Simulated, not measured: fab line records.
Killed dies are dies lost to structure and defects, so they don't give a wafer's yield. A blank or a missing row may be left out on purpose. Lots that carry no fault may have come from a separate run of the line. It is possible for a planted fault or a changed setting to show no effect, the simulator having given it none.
fab line records	flow n5_finfet
[record] lots = 24	wafers = 72	last_day = 19
route steps=1938 shown BEOL_M13@1674 BEOL_M14@1766
lots that met no fault: from a run of the same line without faults
start_h: start of the lot's first displayed wafer, in hours after the record's first day	wait_h: how many hours have passed since the lot's step before this one	" unchanged from the row above	L1.1+2: a single row standing in for several wafers	- value missing, or start not given	* or withheld: withheld	< > ~ a bound
route shown NAME@n: NAME is a module with steps in the file, n the number in the route of the first one	usual: average and standard deviation across the fault-free wafers	same: alike in all rows	chamber/n: place in a boat	sites: each site's reading	_std_site: how widely they spread, as a standard deviation	_edge_site: the outer-site mean with the inner-site mean subtracted	radius_mm: for every site, how far away it sits from the centre of the wafer	mask NAME#n: copy n	behind: the last tool/chamber to shape the wafer	hold: why the lot was held/for how many hours/how that ended	device: transistor that didn't switch, given as n, p or np	end of line: at the end of the route, the tests of the same wafers	step lacking rows: just its recipe	killed: dies that structure and defects cost at the first sort, which is not the same as the wafer's yield	map: per-die view of a wafer (x killed, . not killed, _ where there is no die)
set.NAME: the setting that was run; set.NAME@STEP: the one run at that earlier step	model.NAME: the simulator's own value behind a step, which no gauge read
a sample of lots followed through the steps of the route, with each step as a table and each wafer as a row
services: from which hour (start_h, from the record's first day; less than 0 if before it) a tool's chamber was out of use, for how many hours, and why
[[steps]]
[step N5_BEOL_M13_VIA_ETCH_16]
[recipe] chemistry = C4F8/O2/Ar	target = SiOC	pressure_mtorr = 30	source_w = 3000	bias_w = 700	Ar_flow_sccm = 400	C4F8_flow_sccm = 15	O2_flow_sccm = 8	he_inner_torr = 15	he_outer_torr = 30	target_depth_a = 9217	time_s = withheld	ion_energy_ev = 250	ends = cleared
[usual] drypump_motor_current_A = 5.6/0.45	he_outer_torr = 30.00/0.066	oes_product_au = 0.73/0.085	rf_vpp_V = 667.0/2.8	showerhead_plenum_p_Torr = 3.48/0.11	throttle_valve_pct = 24.18/0.29
lot.wafer	tool	chamber	start_h	wait_h	drypump_motor_current_A	he_outer_torr	oes_product_au	rf_vpp_V	showerhead_plenum_p_Torr	throttle_valve_pct
L074.2	rie_diel-05	3	252.76	0.0	5.3	29.93	0.89	664.4	3.32	24.03
L074.4	"	2	"	"	5.8	30.01	0.79	664.1	3.32	23.81
L074.5	"	1	"	"	5.5	29.88	0.61	664.6	3.33	24.04
L075.1	rie_diel-04	2	255.56	0.0	4.9	29.98	0.72	665.4	3.45	24.17
L075.3	"	0	"	"	5.3	29.97	0.80	672.2	3.60	23.67
L075.5	"	3	"	"	5.0	29.93	0.78	666.8	3.51	23.96
L076.1	rie_diel-04	0	267.30	0.0	5.3	29.98	0.79	671.1	3.60	23.67
L076.2	"	3	"	"	5.0	30.03	0.78	666.0	3.51	23.99
L076.6	"	0	"	"	5.3	29.99	0.79	670.8	3.60	23.68
L078.1	rie_diel-02	0	268.61	0.0	6.1	29.97	0.64	664.5	3.38	24.37
L078.2	"	1	"	"	5.9	29.98	0.63	668.3	3.52	24.47
L078.6	"	3	"	"	5.4	29.94	0.76	670.3	3.58	23.96
L077.2	rie_diel-02	3	270.77	0.0	5.4	29.96	0.77	670.6	3.58	23.96
L077.3	"	0	"	"	6.0	30.01	0.65	664.7	3.38	24.38
L077.4	"	3	"	"	5.4	29.82	0.77	670.0	3.58	23.95
L081.2	rie_diel-02	1	274.86	0.0	5.9	29.84	0.62	669.9	3.52	24.49
L081.3	"	3	"	"	5.4	30.02	0.76	670.3	3.58	23.95
L081.5	"	1	"	"	5.9	29.91	0.63	667.7	3.52	24.49
L079.3	rie_diel-05	3	284.65	0.0	5.3	29.93	0.84	664.8	3.31	24.06
L079.4	"	0	"	"	6.5	30.00	0.62	669.3	3.55	24.74
L079.6	"	2	"	"	5.8	30.02	0.80	664.0	3.31	23.83
L083.1	rie_diel-02	1	285.30	0.0	5.9	29.86	0.62	668.3	3.52	24.50
L083.2	"	0	"	"	6.1	29.96	0.64	664.7	3.38	24.39
L083.3	"	2	"	"	5.6	30.00	0.84	663.1	3.37	24.32
L080.1	rie_diel-02	3	285.70	0.0	5.3	30.04	0.76	670.8	3.58	23.96
L080.2	"	1	"	"	5.9	29.97	0.62	667.6	3.52	24.47
L080.6	"	3	"	"	5.4	30.11	0.76	671.2	3.58	23.95
L082.2	rie_diel-05	3	289.85	0.0	5.3	30.09	0.84	663.7	3.31	24.03
L082.5	"	0	"	"	6.5	30.01	0.63	668.2	3.55	24.74
L082.6	"	1	"	"	5.5	29.96	0.62	663.9	3.33	24.07
L084.1	rie_diel-04	1	308.63	0.0	6.2	30.11	0.87	671.0	3.68	24.44
L084.3	"	2	"	"	4.9	29.99	0.70	666.2	3.44	24.18
L084.6	"	0	"	"	5.3	30.07	0.78	671.3	3.59	23.70
L085.1	rie_diel-04	2	313.20	0.0	4.9	30.01	0.70	665.7	3.44	24.18
L085.2	"	3	"	"	5.0	30.00	0.76	667.1	3.50	24.00
L085.6	"	3	"	"	5.0	30.05	0.76	665.2	3.50	23.99
L088.2	rie_diel-04	0	322.41	0.0	5.3	29.95	0.76	670.7	3.59	23.69
L088.3	"	2	"	"	4.9	29.85	0.68	665.4	3.44	24.21
L088.6	"	0	"	"	5.3	30.00	0.76	670.8	3.59	23.70
L086.4	rie_diel-04	1	330.45	0.0	6.2	30.03	0.85	671.8	3.67	24.46
L086.5	"	2	"	"	4.9	29.99	0.70	665.2	3.43	24.18
L086.6	"	3	"	"	5.0	30.00	0.75	666.9	3.50	24.03
L089.3	rie_diel-02	2	339.76	0.0	5.7	30.01	0.81	664.3	3.37	24.35
L089.4	"	0	"	"	6.0	29.87	0.63	665.0	3.37	24.40
L089.6	"	0	"	"	6.0	30.09	0.63	664.8	3.37	24.39
L087.1	rie_diel-05	2	341.47	0.0	5.7	30.04	0.77	662.0	3.30	23.85
L087.3	"	1	"	"	5.5	29.98	0.90	666.0	3.32	23.84
L087.5	"	1	"	"	5.5	29.99	0.90	665.0	3.32	23.84
L092.1	rie_diel-04	3	344.67	0.0	5.0	30.00	0.75	667.3	3.50	24.00
L092.4	"	0	"	"	5.3	30.05	0.77	670.8	3.58	23.72
L092.5	"	0	"	"	5.3	29.97	0.78	671.4	3.58	23.71
L090.1	rie_diel-02	3	346.10	0.0	5.4	29.94	0.75	669.8	3.57	23.97
L090.4	"	2	"	"	5.7	30.09	0.81	663.4	3.37	24.36
L090.6	"	1	"	"	5.9	30.01	0.62	668.6	3.51	24.51
L091.1	rie_diel-02	1	348.89	0.0	5.8	29.94	0.61	668.5	3.51	24.50
L091.3	"	0	"	"	6.0	29.96	0.63	663.7	3.37	24.40
L091.4	"	2	"	"	5.7	29.99	0.81	662.1	3.36	24.36
L094.2	rie_diel-05	1	355.11	0.0	5.5	29.98	0.88	663.7	3.32	23.86
L094.5	"	1	"	"	5.5	29.93	0.88	663.6	3.32	23.87
L094.6	"	0	"	"	6.4	30.03	0.62	669.7	3.54	24.76
L093.1	rie_diel-04	2	360.73	0.0	4.9	30.10	0.68	665.7	3.43	24.21
L093.4	"	3	"	"	5.0	30.11	0.74	667.3	3.49	24.01
L093.5	"	2	"	"	4.9	30.13	0.69	663.8	3.43	24.20
L095.1	rie_diel-04	3	385.09	0.0	5.0	30.03	0.73	667.3	3.49	24.02
L095.3	"	1	"	"	6.2	29.92	0.82	671.1	3.66	24.46
L095.4	"	0	"	"	5.3	30.03	0.76	670.9	3.58	23.71
L097.1	rie_diel-02	1	392.16	0.0	5.9	29.99	0.60	667.8	3.51	24.50
L097.2	"	2	"	"	5.7	30.00	0.78	665.2	3.36	24.37
L097.5	"	1	"	"	5.8	30.08	0.60	667.8	3.51	24.51
L096.4	rie_diel-02	0	414.04	0.0	6.0	30.10	0.90	662.1	3.36	24.02
L096.5	"	1	"	"	5.9	29.99	0.60	668.2	3.50	24.52
L096.6	"	0	"	"	6.0	30.14	0.88	663.9	3.36	24.00
[step N5_BEOL_M13_DESCUM_33]
[recipe] chemistry = O2	time_s = 7.9	source_power_w = 50	bias_power_w = 20	pressure_mtorr = 20	rf_frequency_hz = 2.712e+07	temp_c = 40	o2_flow_sccm = 225
[usual] drypump_motor_current_A = 5.6/0.45	o2_flow_sccm = 224.9/0.73	oes_product_au = 0.81/0.093	rf_vpp_V = 243.7/1.3	showerhead_plenum_p_Torr = 2.13/0.076	throttle_valve_pct = 20.43/0.3
lot.wafer	tool	chamber	start_h	wait_h	drypump_motor_current_A	o2_flow_sccm	oes_product_au	rf_hours_counter_h	rf_vpp_V	showerhead_plenum_p_Torr	throttle_valve_pct
L074.2	rie_diel-02	1	253.74	0.0	5.9	225.5	0.70	202	244.1	2.16	20.64
L074.4	"	3	"	"	5.4	226.2	0.85	-	245.0	2.23	20.30
L074.5	"	1	"	"	5.8	224.9	0.70	-	242.9	2.16	20.65
L075.1	rie_diel-02	0	256.58	0.1	6.0	225.2	0.72	211	243.1	2.07	20.65
L075.3	"	1	"	"	5.9	225.4	0.70	203	245.0	2.16	20.64
L075.5	"	0	"	"	6.0	225.7	0.72	-	244.0	2.07	20.64
L076.1	rie_diel-05	2	268.29	0.0	5.8	223.5	0.87	45	242.9	2.02	20.04
L076.2	"	1	"	"	5.5	225.8	0.67	238	242.3	2.04	20.38
L076.6	"	0	"	"	6.4	224.4	0.69	-	244.3	2.15	20.77
L078.1	rie_diel-02	1	269.47	0.0	5.8	225.0	0.70	207	245.5	2.15	20.66
L078.2	"	3	"	"	5.4	225.6	0.84	60	244.0	2.22	20.31
L078.6	"	1	"	"	5.9	224.5	0.70	-	244.9	2.15	20.67
L077.2	rie_diel-02	3	271.63	0.0	5.4	224.5	0.85	62	244.8	2.22	20.31
L077.3	"	1	"	"	5.8	226.5	0.70	209	243.2	2.15	20.65
L077.4	"	0	"	"	6.1	225.4	0.71	-	241.7	2.07	20.65
L081.2	rie_diel-05	1	275.89	0.1	5.5	224.1	0.67	240	243.1	2.04	20.39
L081.3	"	0	"	"	6.4	225.1	0.68	221	244.6	2.15	20.78
L081.5	"	1	"	"	5.5	224.0	0.68	-	242.7	2.04	20.40
L079.3	rie_diel-04	0	285.53	0.0	5.3	225.6	0.86	38	246.2	2.25	20.22
L079.4	"	1	"	"	6.2	226.2	0.98	5	243.9	2.26	20.57
L079.6	"	3	"	"	5.0	224.9	0.84	-	243.3	2.09	19.75
L083.1	rie_diel-05	1	286.17	0.0	5.6	225.0	0.68	244	241.7	2.04	20.39
L083.2	"	2	"	"	5.8	224.8	0.87	51	243.9	2.02	20.03
L083.3	"	0	"	"	6.5	225.1	0.68	225	244.8	2.15	20.79
L080.1	rie_diel-02	2	286.58	0.0	5.7	225.5	0.94	13	242.9	2.08	20.64
L080.2	"	0	"	"	6.0	224.6	0.72	222	241.8	2.07	20.67
L080.6	"	3	"	"	5.4	225.3	0.84	-	244.9	2.22	20.32
L082.2	rie_diel-04	3	290.71	0.0	5.0	224.0	0.84	63	244.3	2.09	19.76
L082.5	"	2	"	"	4.9	225.0	0.78	-	242.8	2.13	20.55
L082.6	"	1	"	"	6.2	224.0	0.98	-	244.7	2.26	20.57
L084.1	rie_diel-04	3	309.62	0.0	5.0	225.4	0.83	68	243.8	2.08	19.76
L084.3	"	1	"	"	6.2	224.6	0.96	12	246.6	2.25	20.58
L084.6	"	1	"	"	6.2	226.0	0.95	-	245.2	2.25	20.60
L085.1	rie_diel-04	3	314.35	0.3	5.0	224.0	0.82	71	244.3	2.08	19.75
L085.2	"	0	"	"	5.3	225.5	0.85	48	245.8	2.24	20.24
L085.6	"	2	"	"	4.9	224.3	0.77	-	244.3	2.13	20.56
L088.2	rie_diel-02	3	323.39	0.0	5.4	225.5	0.82	77	244.2	2.22	20.35
L088.3	"	0	"	"	6.1	226.0	0.70	232	242.9	2.07	20.69
L088.6	"	2	"	"	5.7	224.5	0.90	-	241.9	2.08	20.66
L086.4	rie_diel-05	0	331.67	0.1	6.4	225.3	0.67	-	244.8	2.15	20.81
L086.5	"	2	"	"	5.8	225.2	0.85	-	243.8	2.01	20.06
L086.6	"	3	"	"	5.3	223.4	0.90	-	242.9	2.07	20.62
L089.3	rie_diel-04	3	340.62	0.0	5.0	224.6	0.82	78	242.5	2.08	19.77
L089.4	"	1	"	"	6.2	224.0	0.94	24	247.8	2.25	20.61
L089.6	"	1	"	"	6.2	224.6	0.94	-	244.9	2.25	20.60
L087.1	rie_diel-04	1	342.78	0.1	6.2	225.0	0.93	25	246.1	2.25	20.60
L087.3	"	2	"	"	4.9	225.1	0.75	138	243.7	2.12	20.55
L087.5	"	0	"	"	5.2	224.3	0.84	-	245.3	2.24	20.24
L092.1	rie_diel-04	1	345.65	0.0	6.2	224.9	0.93	26	244.3	2.25	20.59
L092.4	"	3	"	"	5.0	223.9	0.81	80	243.3	2.08	19.77
L092.5	"	0	"	"	5.3	225.2	0.84	-	246.0	2.24	20.26
L090.1	rie_diel-02	2	346.96	0.0	5.7	225.1	0.89	30	242.5	2.08	20.68
L090.4	"	1	"	"	5.9	226.1	0.68	230	243.9	2.15	20.70
L090.6	"	0	"	"	6.0	224.5	0.69	-	240.7	2.06	20.69
L091.1	rie_diel-05	3	349.87	0.0	5.3	225.7	0.90	28	241.7	2.07	20.65
L091.3	"	2	"	"	5.8	224.1	0.84	72	243.7	2.01	20.08
L091.4	"	1	"	"	5.6	224.2	0.97	5	243.3	2.04	20.14
L094.2	rie_diel-04	1	356.09	0.0	6.2	224.1	0.93	28	246.1	2.25	20.60
L094.5	"	3	"	"	5.0	224.6	0.81	-	243.7	2.08	19.79
L094.6	"	0	"	"	5.3	223.7	0.84	-	243.9	2.24	20.26
L093.1	rie_diel-05	3	361.84	0.2	5.2	224.1	0.88	32	241.5	2.06	20.64
L093.4	"	2	"	"	5.8	224.6	0.83	75	241.0	2.01	20.08
L093.5	"	2	"	"	5.8	225.8	0.82	-	242.2	2.01	20.08
L095.1	rie_diel-02	3	386.11	0.0	5.4	226.5	0.80	95	245.2	2.21	20.35
L095.3	"	2	"	"	5.7	224.6	0.87	40	242.4	2.07	20.69
L095.4	"	1	"	"	5.8	225.5	0.68	240	243.4	2.14	20.72
L097.1	rie_diel-04	2	393.02	0.0	4.9	225.8	0.75	152	243.0	2.12	20.57
L097.2	"	0	"	"	5.3	225.3	0.84	71	243.6	2.24	20.28
L097.5	"	2	"	"	4.9	225.3	0.76	-	242.7	2.12	20.58
L096.4	rie_diel-02	0	415.02	0.0	6.0	224.3	0.99	3	243.2	2.06	20.21
L096.5	"	1	"	"	5.9	223.9	0.67	-	243.3	2.14	20.72
L096.6	"	2	"	"	5.7	225.3	0.88	-	242.7	2.07	20.70
[step N5_BEOL_M13_DEGAS_41]
[recipe] ambient = vacuum	temp_c = 250	time_s = 60
[usual] heater_power_w = 344/49
lot.wafer	tool	chamber	start_h	wait_h	heater_power_w
L074.2	pvd_sputter-01	-	256.32	0.4	305
L074.4	"	-	"	"	355
L074.5	"	-	"	"	359
L075.1	pvd_sputter-02	-	259.69	0.2	404
L075.3	"	-	"	"	349
L075.5	"	-	"	"	359
L076.1	pvd_sputter-02	-	269.31	0.1	280
L076.2	"	-	"	"	411
L076.6	"	-	"	"	276
L078.1	pvd_sputter-02	-	271.95	0.6	347
L078.2	"	-	"	"	285
L078.6	"	-	"	"	358
L077.2	pvd_sputter-03	-	273.07	0.4	349
L077.3	"	-	"	"	323
L077.4	"	-	"	"	303
L081.2	pvd_sputter-02	-	282.77	0.4	412
L081.3	"	-	"	"	358
L081.5	"	-	"	"	366
L079.3	pvd_sputter-01	-	288.18	0.5	306
L079.4	"	-	"	"	353
L079.6	"	-	"	"	342
L083.1	pvd_sputter-02	-	289.97	0.6	279
L083.2	"	-	"	"	305
L083.3	"	-	"	"	399
L080.1	pvd_sputter-01	-	290.82	0.5	356
L080.2	"	-	"	"	357
L080.6	"	-	"	"	357
L082.2	pvd_sputter-03	-	296.18	0.5	310
L082.5	"	-	"	"	300
L082.6	"	-	"	"	323
L084.1	pvd_sputter-02	-	310.82	0.2	313
L084.3	"	-	"	"	352
L084.6	"	-	"	"	285
L085.1	pvd_sputter-02	-	315.54	0.1	350
L085.2	"	-	"	"	281
L085.6	"	-	"	"	358
L088.2	pvd_sputter-02	-	327.08	0.2	307
L088.3	"	-	"	"	357
L088.6	"	-	"	"	353
L086.4	pvd_sputter-02	-	333.43	0.2	354
L086.5	"	-	"	"	309
L086.6	"	-	"	"	282
L089.3	pvd_sputter-01	-	343.53	0.2	308
L089.4	"	-	"	"	443
L089.6	"	-	"	"	450
L087.1	pvd_sputter-01	-	343.90	0.0	355
L087.3	"	-	"	"	346
L087.5	"	-	"	"	460
L092.1	pvd_sputter-02	-	352.55	0.4	406
L092.4	"	-	"	"	283
L092.5	"	-	"	"	290
L091.1	pvd_sputter-02	-	352.99	0.4	313
L091.3	"	-	"	"	406
L091.4	"	-	"	"	359
L090.1	pvd_sputter-02	-	355.23	0.5	379
L090.4	"	-	"	"	285
L090.6	"	-	"	"	308
L094.2	pvd_sputter-02	-	361.47	0.1	355
L094.5	"	-	"	"	408
L094.6	"	-	"	"	353
L093.1	pvd_sputter-03	-	364.50	0.2	317
L093.4	"	-	"	"	300
L093.5	"	-	"	"	307
L095.1	pvd_sputter-01	-	387.24	0.3	355
L095.3	"	-	"	"	455
L095.4	"	-	"	"	344
L097.1	pvd_sputter-01	-	394.69	0.3	345
L097.2	"	-	"	"	300
L097.5	"	-	"	"	356
L096.4	pvd_sputter-02	-	419.02	0.3	304
L096.5	"	-	"	"	412
L096.6	"	-	"	"	288
[step N5_BEOL_M13_INSPECT_55]
[recipe] inspect_instrument = darkfield	mode = post_dep
[usual] raw_defect_count = 71/24
lot.wafer	tool	chamber	start_h	wait_h	raw_defect_count
L074.2	defect_inspect-02	-	257.59	0.0	71
L074.4	"	-	"	"	89
L074.5	"	-	"	"	85
L075.1	defect_inspect-02	-	260.95	0.0	99
L075.3	"	-	"	"	54
L075.5	"	-	"	"	48
L076.1	defect_inspect-02	-	270.57	0.0	81
L076.2	"	-	"	"	117
L076.6	"	-	"	"	58
L078.1	defect_inspect-01	-	273.21	0.0	42
L078.2	"	-	"	"	83
L078.6	"	-	"	"	72
L077.2	defect_inspect-02	-	274.62	0.0	70
L077.3	"	-	"	"	118
L077.4	"	-	"	"	128
L081.2	defect_inspect-02	-	284.57	0.0	76
L081.3	"	-	"	"	44
L081.5	"	-	"	"	62
L079.3	defect_inspect-02	-	289.48	0.0	62
L079.4	"	-	"	"	74
L079.6	"	-	"	"	84
L083.1	defect_inspect-01	-	291.48	0.0	109
L083.2	"	-	"	"	87
L083.3	"	-	"	"	87
L080.1	defect_inspect-02	-	293.58	0.0	67
L080.2	"	-	"	"	34
L080.6	"	-	"	"	80
L082.2	defect_inspect-02	-	298.27	0.0	69
L082.5	"	-	"	"	78
L082.6	"	-	"	"	69
L084.1	defect_inspect-01	-	312.26	0.0	51
L084.3	"	-	"	"	130
L084.6	"	-	"	"	91
L085.1	defect_inspect-02	-	316.87	0.0	53
L085.2	"	-	"	"	53
L085.6	"	-	"	"	63
L088.2	defect_inspect-01	-	328.37	0.0	92
L088.3	"	-	"	"	97
L088.6	"	-	"	"	77
L086.4	defect_inspect-01	-	334.94	0.0	49
L086.5	"	-	"	"	44
L086.6	"	-	"	"	102
L089.3	defect_inspect-02	-	344.81	0.0	81
L089.4	"	-	"	"	79
L089.6	"	-	"	"	76
L087.1	defect_inspect-02	-	345.17	0.0	53
L087.3	"	-	"	"	66
L087.5	"	-	"	"	58
L092.1	defect_inspect-01	-	353.82	0.0	52
L092.4	"	-	"	"	63
L092.5	"	-	"	"	59
L091.1	defect_inspect-02	-	354.36	0.0	32
L091.3	"	-	"	"	124
L091.4	"	-	"	"	60
L090.1	defect_inspect-02	-	356.50	0.0	55
L090.4	"	-	"	"	64
L090.6	"	-	"	"	28
L094.2	defect_inspect-02	-	362.78	0.0	134
L094.5	"	-	"	"	102
L094.6	"	-	"	"	111
L093.1	defect_inspect-01	-	365.78	0.0	75
L093.4	"	-	"	"	108
L093.5	"	-	"	"	72
L095.1	defect_inspect-01	-	388.51	0.0	71
L095.3	"	-	"	"	86
L095.4	"	-	"	"	52
L097.1	defect_inspect-01	-	395.98	0.0	56
L097.2	"	-	"	"	70
L097.5	"	-	"	"	31
L096.4	defect_inspect-01	-	420.29	0.0	57
L096.5	"	-	"	"	63
L096.6	"	-	"	"	52
[step N5_BEOL_M14_ANNEAL_48]
[recipe] temp_c = 225	time_s = 90	ambient = N2
[usual] wafer_temp_C_max = 226.2/0.4
lot.wafer	tool	chamber	start_h	wait_h	wafer_temp_C_max
L074.2	rtp_anneal-01	0	262.96	0.2	225.6
L074.4	"	0	"	"	225.5
L074.5	"	0	"	"	225.8
L075.1	rtp_anneal-01	0	266.30	0.1	226.0
L075.3	"	0	"	"	225.9
L075.5	"	0	"	"	226.0
L076.1	rtp_anneal-02	0	274.34	0.1	226.4
L076.2	"	0	"	"	226.8
L076.6	"	0	"	"	226.7
L078.1	rtp_anneal-01	0	281.14	0.1	225.7
L078.2	"	0	"	"	225.9
L078.6	"	0	"	"	226.0
L077.2	rtp_anneal-02	0	281.36	0.2	226.4
L077.3	"	0	"	"	226.1
L077.4	"	0	"	"	226.4
L081.2	rtp_anneal-02	0	291.05	0.2	226.5
L081.3	"	0	"	"	226.8
L081.5	"	0	"	"	226.4
L079.3	rtp_anneal-01	0	295.84	0.2	225.5
L079.4	"	0	"	"	225.7
L079.6	"	0	"	"	225.4
L083.1	rtp_anneal-01	0	296.39	0.1	225.7
L083.2	"	0	"	"	225.8
L083.3	"	0	"	"	226.3
L080.1	rtp_anneal-01	0	297.74	0.7	226.2
L080.2	"	0	"	"	226.2
L080.6	"	0	"	"	225.8
L082.2	rtp_anneal-01	0	311.11	0.2	225.8
L082.5	"	0	"	"	226.2
L082.6	"	0	"	"	225.9
L084.1	rtp_anneal-02	0	315.60	0.1	226.6
L084.3	"	0	"	"	226.0
L084.6	"	0	"	"	226.1
L085.1	rtp_anneal-02	0	320.49	0.1	226.3
L085.2	"	0	"	"	226.9
L085.6	"	0	"	"	226.4
L088.2	rtp_anneal-02	0	332.95	0.2	226.2
L088.3	"	0	"	"	226.3
L088.6	"	0	"	"	226.1
L086.4	rtp_anneal-02	0	341.15	0.5	226.5
L086.5	"	0	"	"	226.4
L086.6	"	0	"	"	226.4
L089.3	rtp_anneal-02	0	349.22	0.2	226.4
L089.4	"	0	"	"	226.4
L089.6	"	0	"	"	226.2
L087.1	rtp_anneal-02	0	349.85	0.1	227.1
L087.3	"	0	"	"	226.8
L087.5	"	0	"	"	226.3
L092.1	rtp_anneal-02	0	358.70	0.3	226.6
L092.4	"	0	"	"	226.4
L092.5	"	0	"	"	226.3
L091.1	rtp_anneal-02	0	359.42	0.4	226.1
L091.3	"	0	"	"	226.6
L091.4	"	0	"	"	226.1
L090.1	rtp_anneal-01	0	361.93	0.1	226.0
L090.4	"	0	"	"	225.8
L090.6	"	0	"	"	225.4
L094.2	rtp_anneal-01	0	368.30	0.3	225.6
L094.5	"	0	"	"	226.1
L094.6	"	0	"	"	226.1
L093.1	rtp_anneal-01	0	373.25	0.1	226.0
L093.4	"	0	"	"	225.9
L093.5	"	0	"	"	225.9
L095.1	rtp_anneal-02	0	391.87	0.1	227.0
L095.3	"	0	"	"	226.2
L095.4	"	0	"	"	227.1
L097.1	rtp_anneal-02	0	400.60	0.2	226.6
L097.2	"	0	"	"	226.1
L097.5	"	0	"	"	226.4
L096.4	rtp_anneal-01	0	424.28	0.2	226.2
L096.5	"	0	"	"	226.1
L096.6	"	0	"	"	225.9
[step N5_BEOL_M14_DEP_53]
[recipe] material = SiCN	target_thk_a = 500	temp_c = withheld	precursor = 3MS/NH3	pressure_torr = 3	rf_w = 675	time_s = 17.8
[usual] showerhead_plenum_p_Torr = 4.174/0.017	throttle_valve_pct = 17.9/1.3
lot.wafer	tool	chamber	start_h	wait_h	showerhead_plenum_p_Torr	throttle_valve_pct
L074.2	pecvd-03	1	263.58	0.0	4.174	18.1
L074.4	"	1	"	"	4.169	18.1
L074.5	"	2	"	"	4.172	15.6
L075.1	pecvd-04	2	266.95	0.0	4.172	17.8
L075.3	"	0	"	"	4.191	18.6
L075.5	"	1	"	"	4.185	20.2
L076.1	pecvd-04	2	275.00	0.0	4.162	18.1
L076.2	"	0	"	"	4.199	18.7
L076.6	"	1	"	"	4.183	20.3
L078.1	pecvd-01	0	281.79	0.0	4.127	18.3
L078.2	"	1	"	"	4.183	17.3
L078.6	"	1	"	"	4.187	17.4
L077.2	pecvd-03	1	281.97	0.0	4.187	18.1
L077.3	"	2	"	"	4.164	15.8
L077.4	"	1	"	"	4.186	18.4
L081.2	pecvd-04	1	291.66	0.0	4.185	20.0
L081.3	"	0	"	"	4.184	18.9
L081.5	"	0	"	"	4.202	18.7
L079.3	pecvd-03	1	296.40	0.0	4.176	18.2
L079.4	"	2	"	"	4.174	15.7
L079.6	"	0	"	"	4.176	17.8
L083.1	pecvd-03	1	297.26	0.0	4.181	17.8
L083.2	"	2	"	"	4.159	15.6
L083.3	"	0	"	"	4.176	17.3
L080.1	pecvd-01	0	298.82	0.0	4.137	18.3
L080.2	"	1	"	"	4.173	17.5
L080.6	"	2	"	"	4.148	16.3
L082.2	pecvd-01	1	311.73	0.0	4.174	17.7
L082.5	"	2	"	"	4.142	16.3
L082.6	"	0	"	"	4.133	18.4
L084.1	pecvd-03	1	316.25	0.0	4.192	17.9
L084.3	"	2	"	"	4.170	15.7
L084.6	"	2	"	"	4.171	15.4
L085.1	pecvd-03	0	321.14	0.0	4.183	17.6
L085.2	"	2	"	"	4.167	15.7
L085.6	"	1	"	"	4.179	18.0
L088.2	pecvd-03	0	333.56	0.0	4.193	17.7
L088.3	"	2	"	"	4.177	15.8
L088.6	"	2	"	"	4.179	15.5
L086.4	pecvd-04	0	341.69	0.0	4.191	18.8
L086.5	"	1	"	"	4.194	20.1
L086.6	"	2	"	"	4.157	18.0
L089.3	pecvd-03	1	349.78	0.0	4.166	18.0
L089.4	"	1	"	"	4.180	18.2
L089.6	"	2	"	"	4.179	16.1
L087.1	pecvd-04	0	350.50	0.0	4.194	18.9
L087.3	"	1	"	"	4.189	20.0
L087.5	"	2	"	"	4.162	18.3
L092.1	pecvd-04	1	359.35	0.0	4.192	20.3
L092.4	"	1	"	"	4.186	20.5
L092.5	"	2	"	"	4.162	18.0
L091.1	pecvd-01	0	360.07	0.0	4.128	18.4
L091.3	"	2	"	"	4.142	16.4
L091.4	"	0	"	"	4.147	18.2
L090.1	pecvd-04	0	362.58	0.0	4.207	18.8
L090.4	"	1	"	"	4.196	19.9
L090.6	"	2	"	"	4.164	18.4
L094.2	pecvd-04	2	369.08	0.0	4.155	18.1
L094.5	"	0	"	"	4.189	18.7
L094.6	"	2	"	"	4.159	18.2
L093.1	pecvd-01	0	373.90	0.0	4.142	18.6
L093.4	"	1	"	"	4.160	17.3
L093.5	"	0	"	"	4.132	18.3
L095.1	pecvd-04	1	392.53	0.0	4.181	20.1
L095.3	"	2	"	"	4.156	18.2
L095.4	"	0	"	"	4.188	18.7
L097.1	pecvd-03	2	401.41	0.0	4.174	16.0
L097.2	"	0	"	"	4.181	17.5
L097.5	"	2	"	"	4.169	15.6
L096.4	pecvd-03	0	424.81	0.0	4.180	17.3
L096.5	"	2	"	"	4.156	16.0
L096.6	"	1	"	"	4.185	16.4
[[services]]
tool	chamber	start_h	hours	kind
rie_diel-05	-	229.87	0.2	repair
rie_diel-04	1	253.38	-	clean
rie_diel-04	1	253.38	-	consumable_replace:focus_ring
rie_diel-04	1	253.38	-	consumable_replace:showerhead
pecvd-01	-	262.33	14.6	pm
rie_diel-02	2	266.68	5.1	repair
rtp_anneal-01	-	290.55	5.1	pm
rie_diel-05	-	319.34	2.8	pm
rie_diel-04	0	324.21	1.2	repair
rie_diel-02	-	330.92	3.4	repair
pecvd-03	1	334.05	5.2	repair
pvd_sputter-01	-	354.49	2.5	repair
pecvd-03	-	369.76	1.0	repair
pecvd-03	-	370.96	1.7	repair
rie_diel-02	0	391.11	-	clean
rie_diel-02	0	391.11	-	consumable_replace:focus_ring
rie_diel-02	0	391.11	14.1	scheduled_down
rie_diel-02	0	391.11	14.1	vent_cycle
rie_diel-05	2	405.28	21.1	repair
rie_diel-02	-	417.06	2.8	pm
rie_diel-02	1	420.43	-	clean
rie_diel-02	1	420.43	-	consumable_replace:focus_ring
rie_diel-02	1	420.43	24.4	scheduled_down
rie_diel-02	1	420.43	24.4	vent_cycle
[[key]]
fault none
